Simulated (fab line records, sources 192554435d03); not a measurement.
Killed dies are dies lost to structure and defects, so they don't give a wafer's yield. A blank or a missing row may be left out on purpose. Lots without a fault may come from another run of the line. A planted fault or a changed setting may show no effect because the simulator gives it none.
fab line records | flow n5_finfet
record lots=13 wafers=36 last_day=20
route steps=1938 shown BEOL_M7@1320 BEOL_M8@1333
lots that met no fault: from a run of the same line without faults
start_h: hours from the record's first day to the start of the lot's first wafer shown | wait_h: hours since the lot's step before | " the same as in the row above | L1.1+2: a row that stands for several wafers | - no value, or no start given | * or withheld: withheld | < > ~ a bound
route shown NAME@n: a module of which the file shows steps, and the number in the route of the first | usual: mean/standard deviation of fault-free wafers | same: alike in all rows | chamber/n: place in a boat | sites: the reading at each site | _std_site: their standard deviation | _edge_site: outer sites' mean less inner sites' | radius_mm: how far each site lies from the wafer's centre | mask NAME#n: copy n | behind: the tool/chamber that last shaped the wafer | hold: why the lot was held/for how many hours/how that ended | device: the transistor (n, p or np) that didn't switch | end of line: the same wafers' tests at the end of the route | a step without rows: its recipe alone | killed: dies lost to structure and defects at the first sort, not the wafer's yield | map: a wafer's dies, x killed, . not, _ none there
set.NAME: the setting as run; set.NAME@STEP: as run at that earlier step | model.NAME: the simulator's own value behind a step, which no gauge read
steps of the route over a sample of lots; a table a step, a row a wafer
services: from which hour (start_h, from the record's first day; less than 0 if before it) a tool's chamber was out of use, for how many hours, and why
## steps
# step N5_BEOL_M7_ALD_77
# recipe material=TaN target_thk_a=20 temp_c=275 ald_precursor_family=PDMAT ald_co_reactant=NH3 pressure_torr=3 carrier_flow_sccm=1500 pulse_time_s=2 purge_time_s=3 co_reactant_purge_time_s=2 co_reactant_pulse_time_s=3 ald_cycles=40 precursor_vessel_temp_c=75 precursor_vessel_pressure_torr=26.25 precursor_vessel_carrier_sccm=1000
# usual ald_cycles=40/0 heater_power_w=422/41
# same pulse_time_s=2
# columns lot.wafer tool chamber start_h wait_h ald_cycles heater_power_w
L917.4 ald_metal-03 1 215.27 0.0 40 395
L917.5 " 1 " " 40 402
L917.6 " 0 " " 40 382
L922.1 ald_metal-02 2 230.74 0.1 40 396
L922.2 " 1 " " 40 553
L922.6 " 1 " " 40 564
L923.1 ald_metal-01 2 262.88 0.2 40 443
L923.3 " 0 " " 40 423
L923.6 " 2 " " 40 442
L925.2 ald_metal-03 0 264.26 0.1 40 384
L925.3 " 3 " " 40 394
L925.5 " 2 " " 40 461
L927.1 ald_metal-01 2 270.56 0.1 43 450
L927.6 " 1 " " 40 436
L928.1 ald_metal-01 0 271.83 0.0 43 415
L928.6 " 3 " " 40 423
L932.1 ald_metal-01 0 302.52 0.0 43 416
L932.3 " 1 " " 40 437
L935.2 ald_metal-03 3 313.26 0.0 40 388
L935.5 " 2 " " 40 455
L935.6 " 0 " " 40 375
L934.3 ald_metal-02 0 313.72 0.0 40 456
L934.5 " 2 " " 40 402
L934.6 " 3 " " 40 428
L937.1 ald_metal-02 3 331.58 0.0 40 430
L937.5 " 3 " " 40 427
L937.6 " 0 " " 40 439
L938.2 ald_metal-02 0 335.11 0.1 40 437
L938.3 " 3 " " 40 423
L938.5 " 0 " " 40 434
L939.1 ald_metal-02 1 358.70 0.1 40 567
L939.3 " 0 " " 40 452
L939.5 " 1 " " 40 562
L940.1 ald_metal-01 2 387.01 0.1 40 413
L940.2 " 1 " " 40 386
L940.3 " 0 " " 40 391
# step N5_BEOL_M7_SPUTTER_48
# recipe material=Cu target_thk_a=100 temp_c=-20 bias_v=60 power_w=26000 chamber_pressure_pa=0.13 time_s=1.667
# usual throttle_valve_pct=30.2/1
# columns lot.wafer tool chamber start_h wait_h throttle_valve_pct
L917.4 pvd_sputter-02 - 215.83 0.1 29.3
L917.5 " - " " 28.1
L917.6 " - " " 29.4
L922.1 pvd_sputter-03 - 231.84 0.4 30.3
L922.2 " - " " 31.4
L922.6 " - " " 29.2
L923.1 pvd_sputter-03 - 263.64 0.2 31.4
L923.3 " - " " 31.3
L923.6 " - " " 31.6
L925.2 pvd_sputter-03 - 265.88 0.9 31.0
L925.3 " - " " 31.5
L925.5 " - " " 31.1
L927.1 pvd_sputter-01 - 271.37 0.4 31.5
L927.6 " - " " 31.0
L928.1 pvd_sputter-01 - 272.39 0.1 29.1
L928.6 " - " " 29.5
L932.1 pvd_sputter-03 - 303.08 0.1 31.4
L932.3 " - " " 30.9
L935.2 pvd_sputter-03 - 313.78 0.1 31.1
L935.5 " - " " 30.4
L935.6 " - " " 31.1
L934.3 pvd_sputter-01 - 314.57 0.1 31.7
L934.5 " - " " 31.3
L934.6 " - " " 29.5
L937.1 pvd_sputter-02 - 333.42 1.0 28.3
L937.5 " - " " 29.9
L937.6 " - " " 29.2
L938.2 pvd_sputter-02 - 336.04 0.4 28.1
L938.3 " - " " 29.1
L938.5 " - " " 30.0
L939.1 pvd_sputter-01 - 359.29 0.1 31.3
L939.3 " - " " 29.5
L939.5 " - " " 31.2
L940.1 pvd_sputter-03 - 388.73 0.2 31.0
L940.2 " - " " 29.5
L940.3 " - " " 30.5
# step N5_BEOL_M8_CURE_74
# recipe temp_c=385 time_s=240 ambient=He/Ar material=SiCOH_lowk
# usual lamp_power_pct=52.30/0.059 wafer_temp_C_max=386.7/0.61
# columns lot.wafer tool chamber start_h wait_h lamp_power_pct wafer_temp_C_max
L917.4 uv_cure-03 2 218.24 0.3 52.25 387.4
L917.5 " 2 " " 52.21 386.2
L917.6 " 2 " " 52.31 386.2
L922.1 uv_cure-02 2 233.11 0.1 52.22 386.0
L922.2 " 2 " " 52.35 386.0
L922.6 " 2 " " 52.47 386.3
L923.1 uv_cure-02 1 266.29 0.0 52.26 386.8
L923.3 " 1 " " 52.34 385.8
L923.6 " 1 " " 52.42 386.1
L925.2 uv_cure-01 2 267.44 0.1 52.37 386.7
L925.3 " 2 " " 52.14 388.1
L925.5 " 2 " " 52.28 386.7
L927.1 uv_cure-03 1 272.44 0.0 52.30 387.5
L927.6 " 1 " " 52.34 387.3
L928.1 uv_cure-03 2 273.46 0.0 52.19 386.4
L928.6 " 2 " " 52.27 386.7
L932.1 uv_cure-01 1 304.14 0.0 52.27 386.9
L932.3 " 1 " " 52.39 387.6
L935.2 uv_cure-02 0 314.92 0.1 52.30 387.3
L935.5 " 0 " " 52.29 387.8
L935.6 " 0 " " 52.36 386.9
L934.3 uv_cure-02 2 315.80 0.2 52.27 387.0
L934.5 " 2 " " 52.35 386.3
L934.6 " 2 " " 52.26 386.0
L937.1 uv_cure-01 2 334.48 0.0 52.27 386.6
L937.5 " 2 " " 52.27 387.1
L937.6 " 2 " " 52.33 387.0
L938.2 uv_cure-01 1 337.20 0.1 52.27 387.0
L938.3 " 1 " " 52.13 386.4
L938.5 " 1 " " 52.23 386.1
L939.1 uv_cure-02 0 360.79 0.0 52.20 387.8
L939.3 " 0 " " 52.39 387.6
L939.5 " 0 " " 52.30 388.2
L940.1 uv_cure-03 0 390.15 0.0 52.22 386.6
L940.2 " 0 " " 52.22 386.7
L940.3 " 0 " " 52.44 386.5
# step N5_BEOL_M8_THK_MEAS_01
# recipe reads=SiCOH_lowk_of_BEOL_M8_ILD_DEP_00
# usual M8_ILD_THK=154.9/2.1
# columns lot.wafer tool chamber start_h wait_h M8_ILD_THK[nm]
L917.4 film_metro-01 - 218.51 0.2 156.4
L917.5 " - " " 154.7
L917.6 " - " " 155.8
L922.1 film_metro-01 - 233.62 0.4 151.1
L922.2 " - " " 152.0
L922.6 " - " " 153.5
L923.1 film_metro-02 - 266.81 0.4 154.3
L923.3 " - " " 155.8
L923.6 " - " " 156.7
L925.2 film_metro-02 - 267.87 0.4 154.4
L925.3 " - " " 156.2
L925.5 " - " " 155.6
L927.1 film_metro-02 - 272.95 0.4 154.6
L927.6 " - " " 155.9
L928.1 film_metro-01 - 273.97 0.4 153.9
L928.6 " - " " 154.3
L932.1 film_metro-02 - 304.67 0.4 153.4
L932.3 " - " " 158.6
L935.2 film_metro-01 - 315.35 0.4 153.6
L935.5 " - " " 158.2
L935.6 " - " " 158.0
L934.3 film_metro-01 - 316.15 0.3 154.3
L934.5 " - " " 155.0
L934.6 " - " " 153.1
L937.1 film_metro-02 - 334.99 0.4 156.0
L937.5 " - " " 153.2
L937.6 " - " " 156.6
L938.2 film_metro-02 - 337.63 0.4 155.3
L938.3 " - " " 155.6
L938.5 " - " " 158.5
L939.1 film_metro-01 - 361.30 0.4 155.8
L939.3 " - " " 156.3
L939.5 " - " " 158.7
L940.1 film_metro-01 - 390.66 0.4 149.4
L940.2 " - " " 154.7
L940.3 " - " " 153.6
## services
# columns tool chamber start_h hours kind
uv_cure-03 - 193.14 3.6 repair
uv_cure-02 - 194.50 1.0 pm
ald_metal-02 0 206.00 27.8 repair
uv_cure-02 - 218.70 7.5 pm
ald_metal-03 3 229.57 6.1 repair
uv_cure-01 - 233.17 1.3 repair
ald_metal-03 - 236.13 1.1 repair
uv_cure-02 - 251.33 0.5 repair
ald_metal-02 2 257.74 11.7 repair
ald_metal-01 3 259.45 5.5 repair
ald_metal-03 - 260.28 2.8 pm
ald_metal-03 0 265.40 12.5 repair
uv_cure-03 - 265.96 2.8 repair
uv_cure-02 - 269.09 0.7 repair
ald_metal-01 - 291.55 8.7 pm
ald_metal-01 2 302.09 3.9 repair
uv_cure-03 - 311.18 7.1 pm
ald_metal-01 - 317.65 2.7 repair
ald_metal-02 1 327.40 21.6 repair
ald_metal-02 2 329.68 6.1 repair
ald_metal-01 - 337.25 14.0 pm
uv_cure-03 - 352.31 0.3 repair
uv_cure-02 - 377.91 2.1 pm
ald_metal-02 2 378.99 21.5 repair
## key
first_sign step=N5_BEOL_M7_ALD_77 reading=ald_cycles direction=up sigmas=99+ usual=* struck=*
effect none on later readings
met_at N5_BEOL_M7_ALD_77
struck_lots L927,L928,L932
struck_wafers L927.1,L928.1,L932.1
not_acting_at N5_BEOL_M7_SPUTTER_48,N5_BEOL_M8_CURE_74,N5_BEOL_M8_THK_MEAS_01
onset_between 262.88 270.56
fault kind=process_parameter_drift tool=ald_metal-01 chamber=- onset_h=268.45 steps=N5_BEOL_M7_ALD_77 channel=ald_cycles offset=* shape=step end_h=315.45 scope=struck_wafers_only acts_in=* stated=*
